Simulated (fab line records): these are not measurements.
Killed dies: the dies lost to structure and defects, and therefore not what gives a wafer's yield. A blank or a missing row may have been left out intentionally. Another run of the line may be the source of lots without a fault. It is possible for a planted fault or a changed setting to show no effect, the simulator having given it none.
Lot-split experiment ; flow n5_finfet ; route with 1938 steps; 7 lots, 21 wafers read

== SPLIT DETAILS ==
At N5_BEOL_M12_ETCH_68 (etches SOC in N2/H2, time 285 s), the setting time_s was moved away from the recipe's 285 s on 9 of the 21 wafers read, by -13.6% to +12.1%. All remaining wafers had this setting at the recipe value.

Reading taken at the split's own step.

== THE READING ==
SiARC_of_BEOL_M12_COAT_66.thk_nm (the simulator's own value, which no gauge read), in nm, at N5_BEOL_M12_ETCH_68 (etches SOC in N2/H2, time 285 s). No usual value for it is given in the file. Across the 12 wafers here that went through the recipe, the average is 85.9 nm and the standard deviation 0.47 nm.

wafer;tool, chamber at the split;time_s as run, s;against the recipe;SiARC_of_BEOL_M12_COAT_66.thk_nm, nm;against lot-mates on the recipe
L076.1;rie_diel-04, 2;249.8;-12.4%;89;+3.6
L076.2;rie_diel-04, 1;285;recipe;85.4;-
L076.6;rie_diel-04, 0;249.8;-12.4%;88.6;+3.2
L082.2;rie_diel-04, 1;285;recipe;85.8;-
L082.3;rie_diel-04, 2;285;recipe;86.4;-
L082.4;rie_diel-04, 3;285;recipe;85.4;-
L089.2;rie_diel-01, 3;285;recipe;86.6;-
L089.3;rie_diel-01, 2;246.2;-13.6%;88.6;+2.0
L089.5;rie_diel-01, 0;246.2;-13.6%;89.2;+2.6
L087.2;rie_diel-01, 3;306.6;+7.6%;84.4;-1.8
L087.3;rie_diel-01, 1;285;recipe;86.2;-
L087.6;rie_diel-01, 0;306.6;+7.6%;83.8;-2.4
L092.1;rie_diel-01, 1;248.8;-12.7%;89.6;+3.2
L092.3;rie_diel-01, 3;248.8;-12.7%;89.4;+3.0
L092.6;rie_diel-01, 3;285;recipe;86.4;-
L094.1;rie_diel-01, 2;285;recipe;85.2;-
L094.3;rie_diel-01, 3;285;recipe;86.2;-
L094.4;rie_diel-01, 0;285;recipe;86;-
L097.1;rie_diel-04, 0,3;285;recipe;85.4;-
L097.3;rie_diel-04, 0,3;285;recipe;85.4;-
L097.5;rie_diel-04, 0;319.4;+12.1%;82;-3.4
If several chambers appear in one row, that row covers several wafers at once and the file leaves open which wafer was in which chamber.

THE FIT
A straight line over all 21 wafers: SiARC_of_BEOL_M12_COAT_66.thk_nm changes by -0.257 nm for each +1% of time_s; r = -0.97; the points scatter about the line by 0.49 nm.
The same after taking each lot's own level away (the mean of its wafers on the recipe; 21 wafers): -0.241 nm for each +1%; r = -0.97; scatter 0.46 nm.
On that fit, the largest move of time_s shifts the reading by 3.3 nm.
The span of the lots' own levels, 85.40 to 86.60 nm, comes to 2.5 times the standard deviation stated above.
So the lot-to-lot level changes the slope little: the two slopes agree.
Check: +3.4 nm against its lot-mates is what the line predicts for one of the wafers moved furthest among these (-13.6%) when that wafer is left out of the fit. Against them it came out at +2 nm.

== ADDITIONAL SPLITS CARRIED BY THESE WAFERS ==
Note: prior to the reading, these wafers also went through further splits. Each is held against what the fit with the lots' levels taken away leaves over:
other split on the same wafers;wafers away from the commonest value;r with SiARC_of_BEOL_M12_COAT_66.thk_nm (lot level and that fit taken away)
N5_BEOL_M9_EXPOSE_25 dose_mj;6;+0.18
N5_BEOL_M10_COAT_63 spin_rpm;7;+0.19
N5_BEOL_M10_COAT_22 spin_rpm;6;+0.17
N5_BEOL_M11_CURE_72 time_s;8;-0.23

== FILE'S OWN FIT ==
SiARC_of_BEOL_M12_COAT_66.thk_nm changes by -0.242 nm for each +1% of time_s, r = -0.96.
